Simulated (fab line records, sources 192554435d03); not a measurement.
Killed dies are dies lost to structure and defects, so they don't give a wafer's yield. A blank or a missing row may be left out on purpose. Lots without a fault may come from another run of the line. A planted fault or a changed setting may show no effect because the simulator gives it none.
fab line records | flow n5_finfet
record lots=9 wafers=27 last_day=18
route steps=1938 shown WELL_APT@46 PMOS_HMC_CHANNEL_EPI@78 FIN_SAQP@95 BEOL_M4@1111 PASSIVATION@1936
lots that met no fault: from a run of the same line without faults
start_h: hours from the record's first day to the start of the lot's first wafer shown | wait_h: hours since the lot's step before | " the same as in the row above | L1.1+2: a row that stands for several wafers | - no value, or no start given | * or withheld: withheld | < > ~ a bound
route shown NAME@n: a module of which the file shows steps, and the number in the route of the first | usual: mean/standard deviation of fault-free wafers | same: alike in all rows | chamber/n: place in a boat | sites: the reading at each site | _std_site: their standard deviation | _edge_site: outer sites' mean less inner sites' | radius_mm: how far each site lies from the wafer's centre | mask NAME#n: copy n | behind: the tool/chamber that last shaped the wafer | hold: why the lot was held/for how many hours/how that ended | device: the transistor (n, p or np) that didn't switch | end of line: the same wafers' tests at the end of the route | a step without rows: its recipe alone | killed: dies lost to structure and defects at the first sort, not the wafer's yield | map: a wafer's dies, x killed, . not, _ none there
set.NAME: the setting as run; set.NAME@STEP: as run at that earlier step | model.NAME: the simulator's own value behind a step, which no gauge read
steps of the route over a sample of lots; a table a step, a row a wafer
services: from which hour (start_h, from the record's first day; less than 0 if before it) a tool's chamber was out of use, for how many hours, and why
## steps
# step N5_WELL_APT_DESCUM_30
# recipe chemistry=O2 time_s=7.9 source_power_w=50 bias_power_w=20 pressure_mtorr=20 rf_frequency_hz=2.712e+07 temp_c=40 o2_flow_sccm=225
# usual drypump_motor_current_A=5.6/0.52 oes_product_au=0.76/0.084 rf_vpp_V=242.6/1.3 showerhead_plenum_p_Torr=2.05/0.055 throttle_valve_pct=20.45/0.25
# columns lot.wafer tool chamber start_h wait_h drypump_motor_current_A oes_product_au rf_hours_counter_h rf_vpp_V showerhead_plenum_p_Torr throttle_valve_pct
L510.1 rie_diel-02 2 21.23 0.0 5.4 0.70 218 242.0 1.99 20.64
L510.5 " 0 " " 5.5 0.76 - 243.4 2.01 20.43
L510.6 " 3 " " 6.5 0.72 - 241.5 1.98 19.96
L512.2 rie_diel-06 2 32.93 0.0 5.5 0.97 6 245.2 2.14 20.59
L512.5 " 3 " " 5.3 0.70 - 242.0 2.08 20.28
L512.6 " 2 " " 5.5 0.96 - 244.3 2.14 20.60
L517.1 rie_diel-02 2 63.79 0.0 5.4 0.69 234 241.5 1.98 20.68
L517.2 " 0 " " 5.6 0.75 153 241.1 2.01 20.46
L517.5 " 0 " " 5.6 0.75 - 241.9 2.01 20.47
L520.2 rie_diel-06 0 81.20 0.0 5.5 0.70 227 239.4 1.99 20.73
L520.3 " 2 " " 5.5 0.91 23 244.2 2.14 20.62
L520.5 " 3 " " 5.3 0.70 - 243.8 2.07 20.32
L523.1 rie_diel-06 2 100.38 0.9 5.5 0.91 29 245.0 2.13 20.64
L523.3 " 0 " " 5.5 0.71 233 241.5 1.99 20.73
L523.5 " 0 " " 5.5 0.71 - 241.2 1.99 20.74
L529.2 rie_diel-06 0 136.15 0.0 5.5 0.69 253 241.4 1.98 20.76
L529.4 " 0 " " 5.5 0.69 - 241.9 1.98 20.78
L529.5 " 1 " " 4.9 0.82 - 243.2 2.11 20.18
L530.2 rie_diel-02 3 142.10 0.0 6.6 0.68 203 240.3 1.97 20.04
L530.3 " 1 " " 5.4 0.68 220 240.4 1.98 20.41
L530.4 " 1 " " 5.3 0.68 - 241.9 1.98 20.44
L531.2 rie_diel-01 2 146.83 0.1 5.1 0.69 244 244.1 2.06 20.43
L531.3 " 0 " " 6.0 0.78 110 242.5 2.09 20.25
L531.6 " 3 " " 6.1 0.97 - 243.6 2.08 20.50
L532.1 rie_diel-02 1 153.17 0.2 5.4 0.68 227 242.7 1.97 20.45
L532.5 " 0 " " 5.6 0.72 - 243.8 2.00 20.51
L532.6 " 1 " " 5.4 0.68 - 242.1 1.97 20.44
# step N5_PMOS_HMC_CHANNEL_EPI_EPI_20
# recipe material=SiGe30 mask_material=SiO2 pressure_torr=20 target_thk_a=590 temp_c=600
# usual chamber_pressure_Torr=19.99/0.043 susceptor_temp_C=600.00/0.24 susceptor_temp_C_max=601.3/0.39
# columns lot.wafer tool chamber start_h wait_h chamber_pressure_Torr susceptor_temp_C susceptor_temp_C_max
L510.1 epi_rpcvd-02 0 24.25 0.0 20.00 599.79 601.8
L510.5 " 0 25.32 1.1 19.98 599.82 601.2
L510.6 " 0 " " 19.97 599.68 600.9
L512.2 epi_rpcvd-04 0 35.82 0.2 19.89 599.85 600.8
L512.5 " 0 " " 19.99 599.79 601.3
L512.6 " 0 " " 19.95 599.54 600.4
L517.1 epi_rpcvd-02 0 67.05 0.0 19.98 593.69 594.9
L517.2 " 0 " " 20.03 593.73 595.2
L517.5 " 0 " " 19.98 593.49 595.6
L520.2 epi_rpcvd-02 0 84.22 0.2 19.99 593.38 594.9
L520.3 " 0 " " 19.94 593.50 595.0
L520.5 " 0 " " 19.96 593.29 595.0
L523.1 epi_rpcvd-04 0 103.10 0.0 20.03 599.71 600.8
L523.3 " 0 " " 19.98 599.78 600.9
L523.5 " 0 " " 19.97 600.05 601.3
L529.2 epi_rpcvd-04 0 140.17 0.2 19.99 599.99 601.9
L529.4 " 0 " " 20.00 600.19 601.2
L529.5 " 0 " " 20.06 600.28 601.5
L530.2 epi_rpcvd-03 0 145.17 0.3 20.05 600.23 601.6
L530.3 " 0 " " 19.96 600.40 601.3
L530.4 " 0 " " 20.05 600.40 601.3
L531.2 epi_rpcvd-03 0 150.41 0.3 20.02 600.32 601.4
L531.3 " 0 " " 19.96 600.14 601.0
L531.6 " 0 " " 20.04 600.18 601.4
L532.1 epi_rpcvd-02 0 156.16 0.0 20.03 599.81 601.8
L532.5 " 0 157.23 1.1 19.94 599.95 601.5
L532.6 " 0 " " 20.01 599.81 601.3
# step N5_FIN_SAQP_DENSIFY_62
# recipe temp_c=700 time_s=60 ambient=N2 idle_temp_c=600 ramp_up_c_per_s=150 ramp_down_c_per_s=60 cool_to_c=600
# usual lamp_power_pct=9.85/0.055 wafer_temp_C_max=703.3/0.68
# columns lot.wafer tool chamber start_h wait_h lamp_power_pct wafer_temp_C_max
L510.1 rtp_anneal-02 0 27.09 0.1 9.82 702.9
L510.5 " 0 " " 9.89 703.7
L510.6 " 0 " " 9.97 704.2
L512.2 rtp_anneal-01 0 39.03 0.2 9.83 704.4
L512.5 " 0 " " 9.98 703.9
L512.6 " 0 " " 9.88 703.1
L517.1 rtp_anneal-02 0 69.59 0.1 9.84 703.0
L517.2 " 0 " " 9.77 703.0
L517.5 " 0 " " 9.76 703.9
L520.2 rtp_anneal-01 0 87.70 0.1 9.87 703.6
L520.3 " 0 " " 9.84 703.1
L520.5 " 0 " " 9.90 703.3
L523.1 rtp_anneal-02 0 106.06 0.1 9.81 703.1
L523.3 " 0 " " 9.80 703.4
L523.5 " 0 " " 9.83 703.3
L529.2 rtp_anneal-01 0 142.53 0.1 9.89 703.0
L529.4 " 0 " " 9.88 702.9
L529.5 " 0 " " 9.95 703.2
L530.2 rtp_anneal-02 0 147.96 0.2 9.79 703.1
L530.3 " 0 " " 9.74 703.7
L530.4 " 0 " " 9.82 702.8
L531.2 rtp_anneal-02 0 154.37 0.1 9.93 702.1
L531.3 " 0 " " 9.88 703.7
L531.6 " 0 " " 9.89 704.4
L532.1 rtp_anneal-02 0 159.15 0.1 9.76 703.2
L532.5 " 0 " " 9.80 704.7
L532.6 " 0 " " 9.71 703.4
# step N5_FIN_SAQP_PECVD_48
# recipe material=SiNx target_thk_a=250 temp_c=400 precursor=SiH4/NH3/N2 pressure_torr=1.5 rf_w=300 time_s=22.1
# usual chamber_pressure_Torr=1.500/0.0034 heater_power_w=783/57 showerhead_plenum_p_Torr=5.15/0.067 showerhead_vpp_V=1101/48 throttle_valve_pct=41/3.4
# columns lot.wafer tool chamber start_h wait_h chamber_pressure_Torr heater_power_w showerhead_plenum_p_Torr showerhead_vpp_V throttle_valve_pct
L510.1 pecvd-04 0 27.49 0.0 1.501 770 5.13 1106 47
L510.5 " 1 " " 1.499 766 5.15 1134 41
L510.6 " 0 " " 1.502 760 5.13 1087 47
L512.2 pecvd-03 1 39.40 0.0 1.498 732 5.27 1125 42
L512.5 " 0 " " 1.497 746 5.19 1092 39
L512.6 " 2 " " 1.507 816 5.13 1075 37
L517.1 pecvd-04 1 69.97 0.0 1.500 790 5.13 1161 40
L517.2 " 2 " " 1.496 841 5.03 1006 36
L517.5 " 2 " " 1.496 849 5.04 1009 37
L520.2 pecvd-04 1 88.06 0.0 1.502 798 5.13 1116 41
L520.3 " 0 " " 1.497 766 5.12 1122 48
L520.5 " 2 " " 1.500 778 5.04 999 37
L523.1 pecvd-03 0 106.44 0.0 1.498 779 5.19 1075 39
L523.3 " 1 " " 1.500 730 5.25 1097 43
L523.5 " 0 " " 1.497 794 5.21 1083 39
L529.2 pecvd-02 2 142.88 0.0 1.498 742 5.21 1071 41
L529.4 " 1 " " 1.502 817 5.21 1093 40
L529.5 " 0 " " 1.497 829 5.08 1192 44
L530.2 pecvd-04 0 148.32 0.0 1.496 704 5.12 1102 49
L530.3 " 2 " " 1.498 810 5.04 991 37
L530.4 " 1 " " 1.501 790 5.14 1132 40
L531.2 pecvd-03 0 154.72 0.0 1.506 798 5.20 1093 39
L531.3 " 2 " " 1.506 797 5.12 1082 38
L531.6 " 1 " " 1.497 628 5.27 1084 43
L532.1 pecvd-02 2 159.54 0.0 1.496 774 5.20 1107 40
L532.5 " 2 " " 1.495 773 5.22 1097 40
L532.6 " 1 " " 1.497 864 5.22 1088 40
# step N5_BEOL_M4_RC_MEAS_101
# usual DIBL_N=36.2/1.6 DIBL_P=36.1/2 IOFF_N=0.16/0.032 IOFF_P=0.22/0.036 ION_N=672/11 ION_P=463/7.5 SS_N=71.4/0.58 SS_P=73.2/0.67 VT_N=250/3.3 VT_P=-250/3.3
# columns lot.wafer tool chamber start_h wait_h DIBL_N[mV/V] DIBL_P[mV/V] IOFF_N[nA/um] IOFF_P[nA/um] ION_N[uA/um] ION_P[uA/um] SS_N[mV/dec] SS_P[mV/dec] VT_N[mV] VT_P[mV]
L510.1 prober-01 0 175.49 0.0 35.8 35.9 0.15 0.24 678 477 71.1 73.3 249 -246
L510.5 " 0 " " 33.8 32.6 0.11 0.19 659 464 70.3 72.6 253 -251
L510.6 " 0 " " 35.6 34.7 0.15 0.22 672 470 71.3 72.8 248 -247
L512.2 prober-02 0 181.64 0.2 36.3 35.6 0.16 0.23 683 474 71.8 73.3 247 -250
L512.5 " 0 " " 37.3 37.0 0.18 0.25 680 465 71.7 73.5 247 -246
L512.6 " 0 " " 37.1 36.1 0.16 0.22 680 472 71.6 73.8 248 -250
L517.1 prober-01 0 220.24 0.0 37.7 39.0 0.22 0.36 675 453 71.6 74.6 245 -242
L517.2 " 0 " " 35.6 36.2 0.17 0.28 685 466 71.0 73.1 245 -245
L517.5 " 0 " " 35.2 35.5 0.16 0.27 667 466 70.4 74.0 250 -242
L520.2 prober-01 0 238.05 0.2 35.3 36.5 0.15 0.28 675 460 71.6 72.9 250 -243
L520.3 " 0 " " 36.7 38.4 0.18 0.32 681 456 72.1 74.2 247 -240
L520.5 " 0 " " 36.0 37.3 0.15 0.29 677 452 71.7 73.9 250 -244
L523.1 prober-01 0 278.71 0.0 34.1 34.8 0.13 0.16 669 455 71.1 72.4 252 -256
L523.3 " 0 " " 35.1 36.3 0.14 0.18 668 459 70.8 72.5 252 -256
L523.5 " 0 " " 34.9 35.6 0.13 0.17 656 444 70.9 73.1 254 -255
L530.2 prober-02 0 294.98 0.2 33.0 30.8 0.11 0.15 649 449 71.1 72.6 257 -254
L530.3 " 0 " " 38.4 38.8 0.20 0.27 676 463 71.9 74.0 248 -244
L530.4 " 0 " " 35.4 34.2 0.13 0.19 670 463 71.2 72.6 251 -249
L529.2 prober-02 0 305.23 0.2 40.5 38.1 0.21 0.27 666 462 71.8 73.7 246 -247
L529.4 " 0 " " 37.6 34.2 0.15 0.20 660 462 71.4 72.6 250 -250
L529.5 " 0 " " 38.3 34.9 0.16 0.20 653 457 71.7 72.8 251 -250
L531.2 prober-02 0 323.01 0.2 33.9 34.4 0.12 0.17 661 464 70.6 71.7 254 -253
L531.3 " 0 " " 35.4 37.0 0.14 0.20 679 466 70.3 72.9 253 -249
L531.6 " 0 " " 34.7 36.1 0.13 0.19 669 466 70.5 72.2 254 -252
L532.1 prober-02 0 339.85 0.0 38.7 39.5 0.20 0.25 694 469 72.4 73.6 244 -246
L532.5 " 0 " " 36.5 37.2 0.16 0.22 679 470 72.2 73.4 250 -247
L532.6 " 0 " " 34.7 35.7 0.13 0.20 661 465 71.4 72.2 252 -252
# step N5_PASSIVATION_PROBE_49
# usual defect_limited_yield=91.4/1.3 killed_at_M0_to_M3=34/10 killed_at_M4_up=14/5.6 killed_at_contacts=13/5.9 killed_at_front_end=37/9.9 killed_at_other=3.5/2.8 killed_dies=101/15 killed_open=67/12 killed_short=32/6.6 sort_bin_5_function=5.0/0.81 sort_bin_6_memory=3.2/0.66 sort_n_pass=1079/15 sort_yield_pct=91.4/1.3
# same gross_dies=1180 killed_at_back_side=0 sort_bin_4_leakage[%]=0 sort_bin_8_speed[%]=0
# columns lot.wafer tool chamber start_h wait_h defect_limited_yield[%] killed_at_M0_to_M3 killed_at_M4_up killed_at_contacts killed_at_front_end killed_at_other killed_dies killed_open killed_short sort_bin_5_function[%] sort_bin_6_memory[%] sort_n_pass sort_yield_pct[%]
L523.1 prober-02 - 396.56 0.0 91.6 30 9 14 39 7 99 69 29 5.0 3.1 1081 91.6
L523.3 prober-02 - 396.66 0.1 93.1 20 9 18 33 1 81 59 20 3.9 2.8 1099 93.1
L523.5 prober-02 - 396.76 0.2 88.6 51 18 10 42 13 134 94 40 6.3 4.7 1046 88.6
# killed by level:class
L523.1 STI_FIN_REVEAL:geometric_particle:open=12 MOL_CONTACT_COAG:geometric_particle:open=12 BEOL_M0_SAQP:geometric_particle:open=10 BEOL_M0_SAQP:geometric_particle:short=7 FIN_SAQP:geometric_particle:open=4 BEOL_M1:geometric_particle:open=4 BEOL_M2:geometric_particle:open=4 BEOL_M4:geometric_particle:open=4
L523.3 MOL_CONTACT_COAG:geometric_particle:open=16 STI_FIN_REVEAL:geometric_particle:open=12 BEOL_M1:geometric_particle:open=8 FIN_SAQP:geometric_particle:open=6 STI_FIN_REVEAL:geometric_particle:short=4 BEOL_M0_SAQP:geometric_particle:open=3 BEOL_M0_SAQP:geometric_particle:short=3 ILD0:geometric_particle:open=2
L523.5 STI_FIN_REVEAL:geometric_particle:open=15 BEOL_M0_SAQP:geometric_particle:open=11 BEOL_M0_SAQP:geometric_particle:short=10 BEOL_M1:geometric_particle:open=9 MOL_CONTACT_COAG:geometric_particle:open=9 BEOL_M4:geometric_particle:open=9 BEOL_M2:geometric_particle:open=8 FIN_SAQP:geometric_particle:short=6
## services
# columns tool chamber start_h hours kind
pecvd-04 - 0.18 2.8 pm
pecvd-04 2 21.12 - clean
pecvd-04 2 21.12 - consumable_replace:showerhead
pecvd-04 2 21.12 29.0 scheduled_down
pecvd-04 2 21.12 29.0 vent_cycle
epi_rpcvd-04 - 28.08 1.8 repair
pecvd-04 2 70.36 2.1 scheduled_down
rie_diel-02 - 96.68 28.1 pm
pecvd-03 - 99.55 2.8 pm
rie_diel-01 - 105.62 2.8 pm
pecvd-04 1 107.70 5.5 scheduled_down
rie_diel-06 3 116.09 - clean
rie_diel-06 3 116.09 - consumable_replace:focus_ring
rie_diel-06 3 116.09 18.1 scheduled_down
rie_diel-06 3 116.09 18.1 vent_cycle
pecvd-04 - 116.67 4.2 repair
rie_diel-02 3 126.12 3.5 repair
rie_diel-02 2 139.13 - clean
rie_diel-02 2 139.13 - consumable_replace:focus_ring
rie_diel-02 2 139.13 - consumable_replace:showerhead
rie_diel-02 2 139.13 19.0 scheduled_down
rie_diel-02 2 139.13 19.0 vent_cycle
rie_diel-06 0 141.86 - clean
rie_diel-02 3 143.67 19.0 repair
## key
first_sign step=N5_PMOS_HMC_CHANNEL_EPI_EPI_20 reading=susceptor_temp_C direction=down sigmas=27 usual=* struck=*
effect step=N5_PMOS_HMC_CHANNEL_EPI_EPI_20 reading=susceptor_temp_C_max direction=down sigmas=16 usual=* struck=*
effect step=N5_BEOL_M4_RC_MEAS_101 reading=IOFF_P direction=up sigmas=2.3 usual=0.22 struck=0.30
effect step=N5_BEOL_M4_RC_MEAS_101 reading=VT_P direction=up sigmas=2.1 usual=-250 struck=-243
met_at N5_PMOS_HMC_CHANNEL_EPI_EPI_20
struck_lots L517,L520
not_acting_at N5_WELL_APT_DESCUM_30,N5_FIN_SAQP_DENSIFY_62,N5_FIN_SAQP_PECVD_48
onset_between 24.25 67.05
fault kind=process_parameter_drift tool=epi_rpcvd-02 chamber=- onset_h=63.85 steps=N5_PMOS_HMC_CHANNEL_EPI_EPI_20 channel=temp_c offset=* shape=step end_h=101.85 acts_in=* stated=*
